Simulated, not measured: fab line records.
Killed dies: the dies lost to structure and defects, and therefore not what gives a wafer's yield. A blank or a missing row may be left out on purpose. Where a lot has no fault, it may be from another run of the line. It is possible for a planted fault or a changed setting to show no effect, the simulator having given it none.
Which tool is to blame?	flow nand_harc	24 lots with 72 wafers sampled at 3 steps, on a route of 1302 steps

== WHAT THE GAUGES READ, wafer by wafer ==
NHARC_A_ONON_D2_THK_MEAS_08: measures by ellipsometry.
lot	measured	on	thk_nm (nm)
L074	day 12 15:35	film_metro-02	1008 1007 1006
L075	day 13 09:07	film_metro-02	1017 1017 1016
L076	day 13 09:08	film_metro-01	1000 1001 1000
L077	day 13 23:29	film_metro-02	1000 1001 1002
L078	day 14 03:28	film_metro-02	977 976 976
L079	day 14 03:28	film_metro-01	990 991 989
L080	day 14 23:55	film_metro-02	1017 1015 1014
L082	day 15 16:40	film_metro-01	988 988 987
L081	day 16 00:14	film_metro-02	1004 1003 1004
L083	day 16 00:19	film_metro-01	1000 998 998
L084	day 16 18:46	film_metro-01	1015 1015 1015
L085	day 17 09:17	film_metro-01	1004 1002 1003
L087	day 17 22:21	film_metro-01	1012 1012 1016
L086	day 17 22:22	film_metro-01	1003 1003 1005
L089	day 18 14:07	film_metro-02	1011 1013 1011
L088	day 18 14:17	film_metro-01	995 994 994
L090	day 19 01:59	film_metro-02	1001 1001 1000
L092	day 19 15:16	film_metro-01	1020 1022 1021
L091	day 19 15:17	film_metro-02	997 998 996
L093	day 20 06:25	film_metro-01	1000 1001 999
L094	day 20 18:41	film_metro-02	998 997 997
L095	day 21 09:59	film_metro-02	980 979 981
L096	day 22 01:52	film_metro-02	1018 1018 1018
L097	day 22 11:16	film_metro-02	984 985 985

NHARC_A_ONON_D2_THK_MEAS_27: measures by ellipsometry.
lot	measured	on	thk_nm (nm)
L074	day 13 01:47	film_metro-02	988 989 990
L075	day 13 19:44	film_metro-01	1012 1012 1013
L076	day 13 19:43	film_metro-02	1001 999 996
L077	day 14 11:35	film_metro-02	1015 1014 1013
L078	day 14 11:56	film_metro-02	1016 1014 1013
L079	day 14 11:44	film_metro-01	987 987 987
L080	day 15 13:13	film_metro-02	997 999 998
L082	day 16 04:37	film_metro-01	1002 1003 1002
L081	day 16 10:28	film_metro-01	998 999 998
L083	day 16 10:29	film_metro-02	988 987 987
L084	day 17 04:59	film_metro-02	997 995 996
L085	day 17 20:17	film_metro-02	1006 1006 1006
L087	day 18 08:58	film_metro-01	1004 1006 1005
L086	day 18 08:58	film_metro-02	1019 1018 1020
L089	day 19 03:50	film_metro-01	986 985 984
L088	day 19 03:50	film_metro-02	1005 1004 1003
L090	day 19 12:40	film_metro-02	1001 1001 1002
L092	day 20 01:50	film_metro-02	1009 1010 1011
L091	day 20 01:52	film_metro-01	987 990 986
L093	day 20 16:34	film_metro-02	989 991 989
L094	day 21 05:16	film_metro-02	1008 1006 1007
L095	day 21 23:43	film_metro-01	981 979 981
L096	day 22 12:29	film_metro-02	1008 1009 1008
L097	day 22 21:47	film_metro-01	998 997 998

NHARC_A_CHANNEL_HOLE_D2_CD_MEAS_18.
lot	measured	on	cd_nm (nm)
L074	day 13 07:46	cd_sem-02	105.6 98.6 105.4
L075	day 14 05:43	cd_sem-01	99.5 98.4 98.7
L076	day 14 04:50	cd_sem-02	96.2 98.6 104.8
L077	day 14 17:27	cd_sem-01	96.0 98.6 97.0
L078	day 14 19:23	cd_sem-01	102.1 102.8 98.3
L079	day 14 19:13	cd_sem-02	100.4 97.6 99.9
L080	day 15 18:19	cd_sem-02	97.2 96.6 98.6
L082	day 16 09:36	cd_sem-02	99.2 98.8 98.8
L081	day 16 18:26	cd_sem-02	100.6 103.3 100.5
L083	day 16 19:22	cd_sem-02	99.8 98.5 99.4
L084	day 17 12:25	cd_sem-03	104.0 102.8 102.9
L085	day 18 04:44	cd_sem-01	101.6 103.7 100.7
L087	day 18 15:56	cd_sem-01	96.9 101.4 101.6
L086	day 18 16:42	cd_sem-03	98.6 100.3 99.7
L089	day 19 09:14	cd_sem-03	101.4 99.4 99.8
L088	day 19 11:53	cd_sem-01	97.0 100.4 96.6
L090	day 19 17:58	cd_sem-02	98.8 103.5 100.7
L092	day 20 09:40	cd_sem-03	99.5 100.2 102.1
L091	day 20 10:12	cd_sem-03	104.2 100.4 97.5
L093	day 20 21:42	cd_sem-02	96.8 99.2 97.1
L094	day 21 11:32	cd_sem-01	100.3 100.6 97.4
L095	day 22 09:03	cd_sem-01	99.9 99.1 98.6
L096	day 22 17:34	cd_sem-02	100.0 101.0 99.0
L097	day 23 05:19	cd_sem-02	97.7 98.6 101.3

== TOOL THAT RAN EACH LOT (tool first, then ch and the chambers of the sampled wafers, then the start) ==
There is no process step in the record ahead of these readings.

== WHAT THE TOOLS THEMSELVES READ (means of the sampled wafers that have a number; where no wafer has one, the mark that the record gives instead) ==
The record holds no such reading with a usual standard deviation.

== THE ANSWER, worked out from the rows above alone ==
Rule: the lots themselves supply what counts as usual. Put in order of their means at a reading, lots are off if they are a third of the lots or fewer, leave a main group of 4 or more, and stand apart from it by a gap of 3 or more times the standard deviation of the main group's means; of several such gaps the widest counts. If all means in a main group match to the digits the tables above print for the reading, that group is not used. A lot without any number at a reading at which 4 lots or more have one is off too. Where the step has rows for the other lots, those lots are counted as sound. Order of review: gauges by route order, followed by the tools' own readings, for which a lot's mean as printed above is used. At the first step where some lot is off, the reading lying furthest off is the one used; lots without a number count as furthest.
Across all readings shown, no lot is off: no conclusion can be drawn from this.

== WHAT WAS PUT IN BY THE SIMULATOR ==
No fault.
